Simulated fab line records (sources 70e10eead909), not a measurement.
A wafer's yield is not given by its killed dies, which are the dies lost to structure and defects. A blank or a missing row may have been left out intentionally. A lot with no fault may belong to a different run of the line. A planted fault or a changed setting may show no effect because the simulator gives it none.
fab line records	flow nand-harc
record lots=6	wafers=18	last-day=23
route steps=1159 shown A_CONTACT@930
lots that met no fault: from a run of the same line without faults
start-h: hours from the record's first day to the start of the lot's first wafer shown	wait-h: hours from the lot's prior step to this one	" same as the row above	L1.1+2: a single row standing in for several wafers	- no value present, or no start provided	* or withheld: withheld	< > ~ a bound
route shown NAME@n: NAME is a module with steps in the file, n the number in the route of the first one	usual: mean/standard deviation of fault-free wafers	same: alike in all rows	chamber/n: place in a boat	sites: readings site by site	_std_site: their standard deviation	_edge_site: mean of outer sites minus mean of inner sites	radius-mm: how far each site lies from the wafer's centre	mask NAME#n: copy n	behind: tool/chamber where the wafer was last shaped	hold: cause of the lot's hold/its duration in hours/its outcome	device: the n, p or np transistor that did not switch	end of line: tests run on the same wafers once the route is complete	where a step has no rows: the recipe by itself	killed: count of dies lost to structure and defects at first sort (not the wafer's yield)	map: a wafer's dies, x killed, . not, _ none there
set.NAME: the setting the step ran with; set.NAME@STEP: the setting that earlier step ran with	model.NAME: the simulator's own value behind a step, which no gauge read
a table for each step, a row for each wafer; lots at some steps of the route
services: when a tool's chamber went out of use (start-h, in hours from the record's first day, below 0 if earlier), for how many hours, and the reason
## steps
# step NHARC_A_CONTACT_SOFTBAKE_03
# recipe temp-c=105	time-s=55
# step NHARC_A_CONTACT_EBR_04
# step NHARC_A_CONTACT_EXPOSE_05
# recipe na=1.35	sigma-outer=0.8	dose-mj=84.24	mask-id=A_CC
# step NHARC_A_CONTACT_PEB_06
# recipe peb-temp-c=100	peb-time-s=65
# step NHARC_A_CONTACT_DEVELOP_07
# recipe develop-time-s=35	dev-temp-c=23
# step NHARC_A_CONTACT_CD_MEAS_08
# recipe target-cd-nm=100	landing-energy-ev=500
# usual cd-nm=100.1/0.52
lot.wafer	tool	chamber	start-h	wait-h	cd-nm
L235.1	cd-sem-01	0	375.57	-	99.4
L235.5	"	0	"	"	100.0
L235.6	"	0	"	"	100.7
L240.1	cd-sem-01	0	408.17	-	100.1
L240.3	"	0	"	"	100.5
L240.4	"	0	"	"	100.1
L246.4	cd-sem-03	0	458.16	-	100.7
L246.5	"	0	"	"	101.0
L246.6	"	0	"	"	100.3
L247.2	cd-sem-01	0	461.29	-	100.5
L247.3	"	0	"	"	99.6
L247.6	"	0	"	"	99.6
L250.1	cd-sem-01	0	470.58	-	100.0
L250.2	"	0	"	"	100.8
L250.4	"	0	"	"	100.1
L253.1	cd-sem-01	0	488.51	-	98.7
L253.2	"	0	"	"	99.9
L253.5	"	0	"	"	99.8
# step NHARC_A_CONTACT_OVL_MEAS_09
# usual overlay-x-nm=0.0/0.71	overlay-y-nm=-0.1/0.84
lot.wafer	tool	chamber	start-h	wait-h	overlay-x-nm	overlay-y-nm
L235.1	overlay-02	-	375.66	-	-0.2	-0.5
L235.5	"	-	"	"	-0.2	0.3
L235.6	"	-	"	"	0.4	-0.4
L240.1	overlay-02	-	408.26	-	0.7	0.0
L240.3	"	-	"	"	-0.1	0.1
L240.4	"	-	"	"	0.2	0.1
L246.4	overlay-02	-	458.24	-	-0.1	0.3
L246.5	"	-	"	"	-0.1	0.0
L246.6	"	-	"	"	-0.3	0.2
L247.2	overlay-02	-	461.38	-	0.8	-0.7
L247.3	"	-	"	"	1.0	-0.3
L247.6	"	-	"	"	0.7	-0.2
L250.1	overlay-01	-	470.67	-	0.4	0.9
L250.2	"	-	"	"	0.7	1.3
L250.4	"	-	"	"	0.2	0.6
L253.1	overlay-01	-	488.60	-	-1.6	1.5
L253.2	"	-	"	"	-1.6	1.6
L253.5	"	-	"	"	-1.1	2.1
# step NHARC_A_CONTACT_INSPECT_10
# usual raw-defect-count=29/15
lot.wafer	tool	chamber	start-h	wait-h	raw-defect-count
L235.1	defect-inspect-01	-	375.70	0.0	31
L235.5	"	-	"	"	26
L235.6	"	-	"	"	32
L240.1	defect-inspect-02	-	408.30	0.0	22
L240.3	"	-	"	"	27
L240.4	"	-	"	"	21
L246.4	defect-inspect-01	-	458.28	0.0	9
L246.5	"	-	"	"	18
L246.6	"	-	"	"	11
L247.2	defect-inspect-02	-	461.41	0.0	33
L247.3	"	-	"	"	30
L247.6	"	-	"	"	30
L250.1	defect-inspect-01	-	470.72	0.1	29
L250.2	"	-	"	"	28
L250.4	"	-	"	"	38
L253.1	defect-inspect-02	-	488.64	0.0	18
L253.2	"	-	"	"	9
L253.5	"	-	"	"	18
# step NHARC_A_CONTACT_DESCUM_13
# recipe time-s=3	o2-flow-sccm=200	ar-flow-sccm=0	bias-power-w=0	chemistry=O2
# usual drypump-motor-current-A=5.8/0.38	oes-product-au=0.999/0.011	rf-vpp-V=57.9/0.94	showerhead-plenum-p-Torr=1.93/0.097	throttle-valve-pct=11.311/0.0085
lot.wafer	tool	chamber	start-h	wait-h	drypump-motor-current-A	oes-product-au	rf-hours-counter-h	rf-vpp-V	showerhead-plenum-p-Torr	throttle-valve-pct
L235.1	rie-diel-10	2	375.78	0.1	6.7	0.987	1	58.6	2.02	11.311
L235.5	"	0	"	"	5.7	1.028	-	57.6	2.04	11.327
L235.6	"	1	"	"	5.7	1.008	-	58.0	1.78	11.312
L240.3	rie-diel-02	2	408.37	0.1	5.9	0.971	28	57.0	2.05	11.302
L240.4	"	3	"	"	5.6	0.994	25	57.7	1.80	11.315
L240.1	"	0	"	"	5.8	1.002	25	56.8	1.90	11.304
L246.4	rie-diel-10	3	458.35	0.1	5.5	0.999	16	58.3	1.92	11.326
L246.5	"	2	"	"	6.7	0.989	-	57.8	2.01	11.310
L246.6	"	3	"	"	5.5	0.995	-	58.2	1.92	11.297
L247.2	rie-diel-02	2	461.49	0.1	5.9	0.985	49	57.8	2.04	11.304
L247.3	"	3	"	"	5.5	1.001	46	57.3	1.79	11.325
L247.6	"	1	"	"	5.6	0.983	-	58.2	1.91	11.304
L250.2	rie-diel-10	3	470.80	0.1	5.5	0.998	19	56.8	1.92	11.316
L250.1	"	0	"	"	5.7	1.010	19	59.2	2.03	11.315
L250.4	"	0	"	"	5.7	1.002	-	58.8	2.03	11.308
L253.1	rie-diel-02	3	488.71	0.1	5.5	0.994	57	57.7	1.79	11.306
L253.2	"	0	"	"	5.8	0.996	59	58.4	1.89	11.300
L253.5	"	2	"	"	5.9	0.983	-	58.7	2.04	11.314
# step NHARC_A_CONTACT_ETCH_88
# recipe target-depth-a=390	over-etch-frac=0.3	time-s=65	ion-energy-ev=80	cf4-flow-sccm=150	ar-flow-sccm=0	rf-w=300	bias-w=100	chemistry=CF4
# usual drypump-motor-current-A=5.8/0.37	oes-product-au=1.000/0.01	rf-fwd-power-W=297.5/1.1	rf-vpp-V=151.4/1.3	showerhead-plenum-p-Torr=1.78/0.083	throttle-valve-pct=13.284/0.0085
lot.wafer	tool	chamber	start-h	wait-h	drypump-motor-current-A	oes-product-au	rf-fwd-power-W	rf-hours-counter-h	rf-vpp-V	showerhead-plenum-p-Torr	throttle-valve-pct
L235.1	rie-diel-10	1	375.85	0.1	5.7	1.013	296.9	1	149.3	1.66	13.285
L235.5	"	0	"	"	5.7	1.022	296.2	-	153.4	1.88	13.280
L235.6	"	1	"	"	5.8	1.014	297.6	-	149.5	1.66	13.280
L240.4	rie-diel-02	3	408.44	0.1	5.6	0.986	298.1	25	149.8	1.67	13.290
L240.1	"	0	"	"	5.8	0.999	299.8	25	150.5	1.76	13.290
L240.3	"	2	"	"	5.8	0.979	298.6	28	151.2	1.88	13.287
L246.4	rie-diel-10	0	458.44	0.1	5.7	1.018	296.2	17	152.9	1.87	13.284
L246.6	"	3	"	"	5.5	1.001	297.7	-	150.6	1.78	13.289
L246.5	"	0	"	"	5.7	1.013	297.0	-	151.8	1.87	13.300
L247.3	rie-diel-02	0	461.73	0.2	5.8	1.012	299.5	48	152.7	1.75	13.282
L247.2	"	1	"	"	5.6	0.986	296.9	50	151.5	1.76	13.293
L247.6	"	0	"	"	5.8	1.011	297.4	-	152.2	1.76	13.283
L250.2	rie-diel-10	3	470.89	0.1	5.5	0.999	297.8	19	152.1	1.78	13.294
L250.1	"	0	"	"	5.7	1.009	297.9	19	150.6	1.87	13.298
L250.4	"	0	"	"	5.7	1.004	296.1	-	152.4	1.87	13.281
L253.2	rie-diel-02	1	488.79	0.1	5.6	0.989	298.8	60	151.1	1.76	13.287
L253.1	"	3	"	"	5.6	0.983	298.4	57	150.8	1.66	13.280
L253.5	"	1	"	"	5.6	0.983	298.8	-	151.3	1.76	13.289
# step NHARC_A_CONTACT_ETCH_89
# recipe target-depth-a=2600	over-etch-frac=0.3	time-s=475.3	ion-energy-ev=200	n2-flow-sccm=150	h2-flow-sccm=150	ar-flow-sccm=0	rf-w=400	bias-w=150	chemistry=N2/H2
# usual drypump-motor-current-A=5.8/0.41	oes-product-au=0.998/0.0099	rf-fwd-power-W=399.4/1.3	rf-vpp-V=431/3	showerhead-plenum-p-Torr=2.05/0.11	throttle-valve-pct=14.172/0.0095
lot.wafer	tool	chamber	start-h	wait-h	drypump-motor-current-A	oes-product-au	rf-fwd-power-W	rf-hours-counter-h	rf-vpp-V	showerhead-plenum-p-Torr	throttle-valve-pct
L235.1	rie-diel-10	1	-	-	5.8	1.002	398.0	2	427	1.90	14.156
L235.5	"	2	"	"	6.8	0.997	399.2	-	433	2.15	14.178
L235.6	"	3	"	"	5.4	0.979	399.0	-	430	2.06	14.158
L240.3	rie-diel-02	3	-	-	5.5	0.996	398.6	25	427	1.91	14.178
L240.4	"	0	"	"	5.8	1.003	397.8	25	431	2.03	14.170
L240.1	"	1	"	"	5.6	0.981	400.1	27	429	2.04	14.177
L246.4	rie-diel-10	3	-	-	5.4	1.001	399.7	16	431	2.05	14.173
L246.5	"	0	"	"	5.7	1.008	398.3	-	433	2.17	14.177
L246.6	"	1	"	"	5.8	1.012	397.3	-	426	1.89	14.170
L247.3	rie-diel-02	3	-	-	5.5	1.005	397.2	46	427	1.90	14.172
L247.2	"	2	"	"	5.9	0.979	400.8	49	433	2.18	14.165
L247.6	"	3	"	"	5.6	0.990	398.4	-	426	1.90	14.183
L250.1	rie-diel-10	0	-	-	5.7	1.006	400.2	19	433	2.17	14.167
L250.2	"	1	"	"	5.7	0.998	398.1	20	426	1.89	14.181
L250.4	"	1	"	"	5.8	0.988	398.6	-	426	1.89	14.173
L253.2	rie-diel-02	3	-	-	5.6	0.984	397.9	57	427	1.90	14.176
L253.1	"	1	"	"	5.7	0.980	399.2	60	430	2.03	14.157
L253.5	"	0	"	"	5.8	1.005	399.6	-	431	2.02	14.180
# step NHARC_A_CONTACT_ETCH_30
# recipe target-depth-a=605	time-s=30.2	cf4-flow-sccm=100	chf3-flow-sccm=30	ar-flow-sccm=0	rf-w=500	bias-w=200	chemistry=CF4/CHF3
# usual drypump-motor-current-A=5.8/0.39	oes-product-au=0.928/0.016	rf-fwd-power-W=492.6/2.3	rf-vpp-V=370.8/2.7	showerhead-plenum-p-Torr=1.58/0.077	throttle-valve-pct=16.803/0.0097
lot.wafer	tool	chamber	start-h	wait-h	drypump-motor-current-A	oes-product-au	rf-fwd-power-W	rf-hours-counter-h	rf-vpp-V	showerhead-plenum-p-Torr	throttle-valve-pct
L235.1	rie-diel-10	1	-	-	5.8	0.970	488.9	2	367.7	1.47	16.810
L235.5	"	0	"	"	5.7	0.968	489.9	-	373.9	1.67	16.786
L235.6	"	1	"	"	5.7	0.977	487.8	-	366.4	1.47	16.816
L240.3	rie-diel-02	2	-	-	5.9	0.907	492.2	28	375.1	1.68	16.793
L240.4	"	0	"	"	5.8	0.930	494.6	25	370.2	1.57	16.780
L240.1	"	1	"	"	5.6	0.912	496.0	27	369.2	1.57	16.815
L246.4	rie-diel-10	3	-	-	5.4	0.916	491.7	16	372.2	1.58	16.807
L246.6	"	2	"	"	6.7	0.922	491.2	-	371.1	1.65	16.797
L246.5	"	3	"	"	5.4	0.927	492.7	-	370.3	1.58	16.799
L247.3	rie-diel-02	3	-	-	5.6	0.919	493.1	47	367.2	1.48	16.816
L247.2	"	0	"	"	5.8	0.925	495.8	48	370.0	1.56	16.794
L247.6	"	1	"	"	5.6	0.918	497.0	-	368.5	1.57	16.799
L250.2	rie-diel-10	0	-	-	5.7	0.930	491.2	20	372.6	1.67	16.800
L250.1	"	1	"	"	5.7	0.915	486.6	20	368.8	1.47	16.808
L250.4	"	3	"	"	5.4	0.931	492.0	-	370.3	1.58	16.806
L253.2	rie-diel-02	1	-	-	5.6	0.907	494.1	60	371.0	1.57	16.816
L253.1	"	2	"	"	5.9	0.913	493.6	59	373.5	1.67	16.802
L253.5	"	3	"	"	5.5	0.918	493.6	-	366.0	1.47	16.808
# step NHARC_A_CONTACT_ETCH_31
# recipe target-depth-a=20000	over-etch-frac=0.3	time-s=520	ion-energy-ev=150	o2-flow-sccm=400	cos-flow-sccm=20	ar-flow-sccm=0	rf-w=500	bias-w=300	chemistry=O2/COS
# usual drypump-motor-current-A=5.8/0.38	oes-product-au=1.000/0.0096	rf-fwd-power-W=499.4/1.5	rf-vpp-V=314.3/2.3	showerhead-plenum-p-Torr=3.14/0.15	throttle-valve-pct=28.330/0.0087
lot.wafer	tool	chamber	start-h	wait-h	drypump-motor-current-A	oes-product-au	rf-fwd-power-W	rf-hours-counter-h	rf-vpp-V	showerhead-plenum-p-Torr	throttle-valve-pct
L235.1	rie-diel-10	1	376.35	-	5.7	1.008	498.9	2	309.6	2.92	28.331
L235.5	"	1	"	"	5.7	0.997	499.6	-	310.5	2.92	28.333
L235.6	"	2	"	"	6.7	1.006	501.2	-	316.3	3.28	28.315
L240.3	rie-diel-02	3	408.95	-	5.5	0.991	502.0	25	313.0	2.94	28.347
L240.4	"	0	"	"	5.8	1.007	501.3	25	316.0	3.11	28.331
L240.1	"	1	"	"	5.6	0.986	499.8	27	314.4	3.12	28.330
L246.4	rie-diel-10	0	459.01	-	5.7	0.837	498.4	17	316.2	3.31	28.329
L246.5	"	2	"	"	6.8	1.004	500.5	-	315.5	3.27	28.322
L246.6	"	3	"	"	5.5	1.003	500.1	-	314.7	3.14	28.330
L247.3	rie-diel-02	0	462.41	-	5.8	1.002	498.8	48	313.9	3.10	28.330
L247.2	"	2	"	"	5.9	0.976	497.4	49	316.6	3.32	28.340
L247.6	"	0	"	"	5.8	0.999	500.7	-	314.5	3.10	28.336
L250.2	rie-diel-10	3	471.48	-	5.4	0.989	499.4	19	314.2	3.14	28.333
L250.1	"	1	"	"	5.7	1.005	501.5	20	311.4	2.91	28.323
L250.4	"	0	"	"	5.7	0.818	500.1	-	316.7	3.31	28.325
L253.1	rie-diel-02	3	489.29	-	5.5	0.985	502.7	58	311.7	2.93	28.340
L253.2	"	1	"	"	5.6	0.998	500.0	61	314.1	3.11	28.333
L253.5	"	0	"	"	5.8	1.008	498.6	-	313.6	3.09	28.339
# step NHARC_A_CONTACT_ETCH_134
# recipe source-w=withheld	pressure-mtorr=20	bias-v=withheld	time-s=140	target-depth-a=7000	ar-flow-sccm=withheld	c4f8-flow-sccm=withheld	o2-flow-sccm=withheld	chemistry=C4F8/O2/Ar
lot.wafer	tool	chamber	start-h	wait-h	rf-hours-counter-h
L235.1	har-cap-etch-03	1	376.80	-	82
L235.6	"	0	"	"	-
L235.5	"	1	"	"	-
L240.1	har-cap-etch-03	0	409.35	-	87
L240.3	"	0	"	"	-
L240.4	"	1	"	"	-
L246.4	har-cap-etch-02	1	459.43	-	-
L246.6	"	0	"	"	-
L246.5	"	1	"	"	-
L247.2	har-cap-etch-01	1	462.85	-	74
L247.3	"	0	"	"	-
L247.6	"	1	"	"	-
L250.2	har-cap-etch-02	0	471.96	-	28
L250.1	"	1	"	"	28
L250.4	"	1	"	"	-
L253.2	har-cap-etch-02	0	489.69	-	31
L253.1	"	1	"	"	31
L253.5	"	0	"	"	-
## services
tool	chamber	start-h	hours	kind
rie-diel-10	-	353.58	9.0	pm
rie-diel-10	0	353.58	9.0	vent-cycle
rie-diel-10	1	353.58	9.0	vent-cycle
rie-diel-10	2	353.58	9.0	vent-cycle
rie-diel-10	3	353.58	9.0	vent-cycle
rie-diel-02	0	361.67	-	clean
rie-diel-02	1	361.67	-	clean
rie-diel-02	2	361.67	-	clean
rie-diel-02	3	361.67	-	clean
rie-diel-10	0	362.58	-	clean
rie-diel-10	1	362.58	-	clean
rie-diel-10	2	362.58	-	clean
rie-diel-10	3	362.58	-	clean
rie-diel-02	1	377.35	2.2	repair
rie-diel-02	0	386.17	-	clean
rie-diel-02	1	386.17	-	clean
rie-diel-02	2	386.17	-	clean
rie-diel-02	3	386.17	-	clean
rie-diel-10	0	387.08	-	clean
rie-diel-10	1	387.08	-	clean
rie-diel-10	2	387.08	-	clean
rie-diel-10	3	387.08	-	clean
har-cap-etch-02	-	408.66	1.6	repair
rie-diel-10	2	462.02	18.7	repair
## key
first-sign step=NHARC_A_CONTACT_ETCH_31	reading=oes-product-au	direction=down	sigmas=18	usual=1.000	struck=0.828
effect none on later readings
met-at NHARC_A_CONTACT_ETCH_31
struck-wafers L246.4,L250.4
later-rows-left-out L246.4,L250.4
sort-left-out L246.4,L250.4
tester-left-out L246,L250
fault kind=process-parameter-drift	tool=rie-diel-10	chamber=0	onset-h=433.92	steps=NHARC_A_CONTACT_ETCH_31	channel=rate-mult	offset=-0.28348	shape=step	end-h=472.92
# tester-left-out: of these lots the tester's yield and bins aren't shown, on N5 and GAA mostly nor the transistor test; their killed dies are dies lost to structure and defects alone, not to doping, threshold or leakage, so they don't give the yield
# sort-left-out: the simulated sort isn't trusted on such a fault, so these wafers' sort isn't shown, and their yield isn't known
# later-rows-left-out: the simulator's readings of these wafers behind a module that went badly wrong aren't trusted and aren't shown, but for the sort
